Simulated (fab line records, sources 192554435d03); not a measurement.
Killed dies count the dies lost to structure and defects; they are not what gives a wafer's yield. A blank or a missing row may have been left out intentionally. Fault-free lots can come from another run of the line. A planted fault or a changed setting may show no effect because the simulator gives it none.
Chamber matching | flow n5Finfet | N5_DUMMY_GATE_ETCH_36 on rieDiel-04: 4 sister chambers
The step etches SiARC in CF4, target depth 13 nm. 4 wafers are shown with their chamber, then 9 later ones without.

EACH WAFER AND ITS CHAMBER
wafer  | chamber | drypumpMotorCurrentA (A)
L079.3 | 0       | 5.6
L083.2 | 1       | 6.5
L083.4 | 3       | 5.3
L083.5 | 2       | 6.1

WAFERS MISSING THEIR CHAMBER
wafer  | drypumpMotorCurrentA (A)
L085.3 | 6.5
L085.5 | 5.3
L085.6 | 6.1
L092.2 | 5.6
L092.5 | 5.5
L092.6 | 6.5
L093.3 | 6.5
L093.4 | 6.1
L093.5 | 5.3

CHAMBER TAKEN BY EACH
wafer  | from the rows above | in truth
L085.3 | 1                   | 1
L085.5 | 3                   | 3
L085.6 | 2                   | 2
L092.2 | 0                   | 0
L092.5 | 0                   | 0
L092.6 | 1                   | 1
L093.3 | 1                   | 1
L093.4 | 2                   | 2
L093.5 | 3                   | 3
Correctly placed: 9 of 9. Left unplaced by these rows: 0. Wrongly placed: 0.
How it was worked out, from the rows above alone: a wafer's distance from a chamber is the root of the sum, over the readings, of the square of ((its reading less the chamber's mean) divided by the reading's scatter). The wafer belongs to the nearest chamber; if the next one is less than 2 further off, it can't be placed. For every chamber, the mean is computed from those of its wafers that are shown. The scatter (one wafer shown for each chamber): square how far every hidden wafer sits from the nearest shown wafer, average those squares and take the square root.
